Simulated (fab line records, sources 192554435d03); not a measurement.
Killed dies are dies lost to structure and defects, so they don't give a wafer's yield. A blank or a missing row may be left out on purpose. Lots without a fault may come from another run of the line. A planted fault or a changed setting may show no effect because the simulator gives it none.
A struck lot beside a sound one | flow n5_finfet | 27 steps out of a route of 1938
Sound: wafers L322.1, L322.2, L322.6. Struck: wafers L333.2, L333.3, L333.6. The cause comes at the end.
At each step with rows: each side's tool, then ch and its chambers, then its first start. Under that, the readings that differ: sound wafers | struck wafers | difference of the means | sigmas: that difference in standard deviations of wafers without a fault.
alike: readings whose means differ by less than 2 such deviations, and words and numbers that are the same on both sides. not compared: withheld readings, readings that some wafer has no value for, bounds like >300 that may hide the same value, and numbers for which the record gives no deviation and whose values overlap.
The two part at a step that has a row with sigmas, a row that says differs or no value, or rows on one side only. Numbers that don't overlap but have no deviation are shown without sigmas and don't part them. A reading that every wafer of one side lacks parts them only if that side has two wafers or more.

N5_BEOL_M11_SPUTTER_48: material Cu, target thk 12 nm, time 2 s.
  sound on pvd_sputter-01, day 10 01:01; struck on pvd_sputter-01, day 13 00:21
  alike: cathode_dc_power_W, throttle_valve_pct
then, 1 step without rows for these wafers: N5_BEOL_M11_ECD_50 (material Cu, target thk 318 nm).
N5_BEOL_M11_ANNEAL_51: time 90 s.
  sound on rtp_anneal-02 ch 0, day 10 01:16; struck on rtp_anneal-02 ch 0, day 13 00:37
  alike: wafer_temp_C_max
N5_BEOL_M11_CMP_52: polishes, stops on SiCOH lowk, t overpolish 7 s, target thk 140 nm.
  sound on cmp-03 ch 2,3, day 10 01:33; struck on cmp-03 ch 1,3, day 13 00:52
  alike: barrier_field_endpoint_s, motor_current_A, overpolish_run_s, time_to_endpoint_s
N5_BEOL_M11_THK_MEAS_53: measures by xrf.
  sound on film_metro-02, day 10 01:51; struck on film_metro-02, day 13 01:10
  alike: M11_THK
then, 1 step without rows for these wafers: N5_BEOL_M11_PRE_CLEAN_55 (time 15 s).
N5_BEOL_M11_DEP_56: deposits SiCN from 3MS/NH3, target thk 30 nm, time 10.5 s.
  sound on pecvd-01 ch 1,2, day 10 01:55; struck on pecvd-04 ch 0,1, day 13 01:14
  reading                | sound          | struck         | difference | sigmas
  throttle_valve_pct (%) | 16.6 17.5 17.3 | 18.8 18.3 18.1 | +1.3       | +2
  alike: showerhead_plenum_p_Torr
N5_BEOL_M11_RS_MEAS_57: measures by four-point-probe.
  sound on film_metro-02, day 10 01:58; struck on film_metro-02, day 13 01:17
  alike: M11_RS
N5_BEOL_M11_INSPECT_58: inspects for defects (darkfield).
  sound on defect_inspect-01, day 10 02:00; struck on defect_inspect-02, day 13 01:19
  alike: raw_defect_count
then, 1 step without rows for these wafers: N5_BEOL_M12_ILD_DEP_00 (deposits SiOC from DEMS/O2, target thk 658.92 nm, time 130.7 s).
N5_BEOL_M12_THK_MEAS_01:
  sound on film_metro-01, day 10 02:10; struck on film_metro-01, day 13 01:29
  alike: M12_ILD_THK
then, 1 step without rows for these wafers: N5_BEOL_M12_COAT_58 (time 60 s, resist thk 89 nm).
N5_BEOL_M12_COAT_04: resist thk 400 nm.
  sound on litho_track-01 ch 0, day 10 02:12; struck on litho_track-05 ch 0, day 13 01:31
  reading                                    | sound                | struck               | difference | sigmas
  spin_speed_rpm (rpm)                       | 1626.8 1622.8 1624.8 | 1552.4 1551.8 1552.0 | -72.7      | -74
  model.coat_of_BEOL_M12_COAT_04.thk_nm (nm) | 402.6 401.2 400.2    | 408.8 408.6 408.4    | +7.3       |
then, 6 steps without rows for these wafers: N5_BEOL_M12_EBR_06; N5_BEOL_M12_SOFTBAKE_05 (time 60 s); N5_BEOL_M12_EXPOSE_07 (exposes mask V11); N5_BEOL_M12_PEB_08 (peb time 90 s); N5_BEOL_M12_DEVELOP_09 (develop time 45 s); N5_BEOL_M12_HARDBAKE_14 (time 120 s).
N5_BEOL_M12_CD_MEAS_10: target cd 140 nm.
  sound on cd_sem-03 ch 0, day 10 02:35; struck on cd_sem-01 ch 0, day 13 01:55
  alike: cd_nm
N5_BEOL_M12_OVL_MEAS_11:
  sound on overlay-01 ch 0, day 10 02:38; struck on overlay-02 ch 0, day 13 01:56
  alike: V11_OVL
N5_BEOL_M12_INSPECT_12: inspects for defects (macro).
  sound on defect_inspect-01, day 10 02:39; struck on defect_inspect-01, day 13 01:58
  alike: raw_defect_count
then, 2 steps without rows for these wafers: N5_BEOL_M12_DESCUM_15 (chemistry O2, time 7.9 s); N5_BEOL_M12_ETCH_59 (etches BARC in N2/H2, target depth 89 nm, overetch 26.7 nm, time 67.9 s).
N5_BEOL_M12_VIA_ETCH_16: etches SiOC in C4F8/O2/Ar, target depth 724.8 nm.
  sound on rie_diel-05 ch 1,2,3, day 10 03:12; struck on rie_diel-04 ch 0,3, day 13 02:05
  reading                                    | sound           | struck            | difference | sigmas
  model.coat_of_BEOL_M12_COAT_04.thk_nm (nm) | 129.4 126 122.4 | 131.8 137.2 133.2 | +8.1       |
  alike: drypump_motor_current_A, he_outer_torr, oes_product_au, rf_vpp_V, showerhead_plenum_p_Torr, throttle_valve_pct
N5_BEOL_M12_STRIP_63: strips in N2/H2.
  sound on plasma_asher-01 ch 0,1, day 10 03:34; struck on plasma_asher-02 ch 0, day 13 02:17
  reading                      | sound          | struck         | difference | sigmas
  strip_time_to_endpoint_s (s) | 44.2 43.3 42.4 | 44.8 46.3 45.3 | +2.2       | +3
  alike: drypump_motor_current_A, heater_power_w, oes_product_au
  not compared: rf_hours_counter_h
N5_BEOL_M12_STRIP_64: strips in N2/H2.
  sound on plasma_asher-01 ch 0,1, day 10 03:37; struck on plasma_asher-02 ch 0, day 13 02:21
  alike: drypump_motor_current_A, heater_power_w, oes_product_au, strip_time_to_endpoint_s
  not compared: rf_hours_counter_h

WHERE THEY PART
First at N5_BEOL_M11_DEP_56; last, within this record, at N5_BEOL_M12_STRIP_63. Later steps at which nothing parts them and some readings are alike: N5_BEOL_M12_STRIP_64.

WHY: what the simulator had put in
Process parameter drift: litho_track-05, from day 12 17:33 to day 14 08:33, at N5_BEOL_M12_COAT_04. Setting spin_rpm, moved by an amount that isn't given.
